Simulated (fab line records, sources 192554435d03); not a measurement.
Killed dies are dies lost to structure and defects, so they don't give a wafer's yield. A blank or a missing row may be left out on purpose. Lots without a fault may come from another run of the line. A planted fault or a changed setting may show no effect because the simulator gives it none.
Chamber matching | flow n5_finfet | N5_BEOL_M5_CURE_79 on uv_cure-02: 3 sister chambers
The step cures SiCOH lowk, time 240 s. 3 wafers are shown with their chamber, then 6 later ones without.

WAFERS WITH THEIR CHAMBER
wafer  | chamber | wafer_temp_C_max
L917.6 | 0       | 386.0
L921.5 | 2       | 386.0
L922.5 | 1       | 386.9

WAFERS WITHOUT THEIR CHAMBER
wafer  | wafer_temp_C_max
L929.1 | 385.9
L929.2 | 385.8
L929.3 | 385.9
L935.2 | 386.3
L935.3 | 386.6
L935.5 | 386.9

WHICH CHAMBER EACH WENT THROUGH
wafer  | from the rows above          | in truth
L929.1 | can't be placed: 0 or 2      | 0
L929.2 | can't be placed: 0 or 2      | 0
L929.3 | can't be placed: 0 or 2      | 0
L935.2 | can't be placed: 0 or 2 or 1 | 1
L935.3 | can't be placed: 1 or 0 or 2 | 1
L935.5 | 1                            | 1
Placed correctly: 1 of 6. Can't be placed from these rows: 5 (the true chamber is among the candidates in 5). Placed wrongly: 0.
How it was worked out, from the rows above alone: a wafer's distance from a chamber is the root of the sum, over the readings, of the square of ((its reading less the chamber's mean) divided by the reading's scatter). The wafer belongs to the nearest chamber; if the next one is less than 2 further off, it can't be placed. A chamber's mean is the mean of its shown wafers. The scatter: with one shown wafer a chamber, the root of the mean of the squares of how far each hidden wafer lies from its nearest shown one.
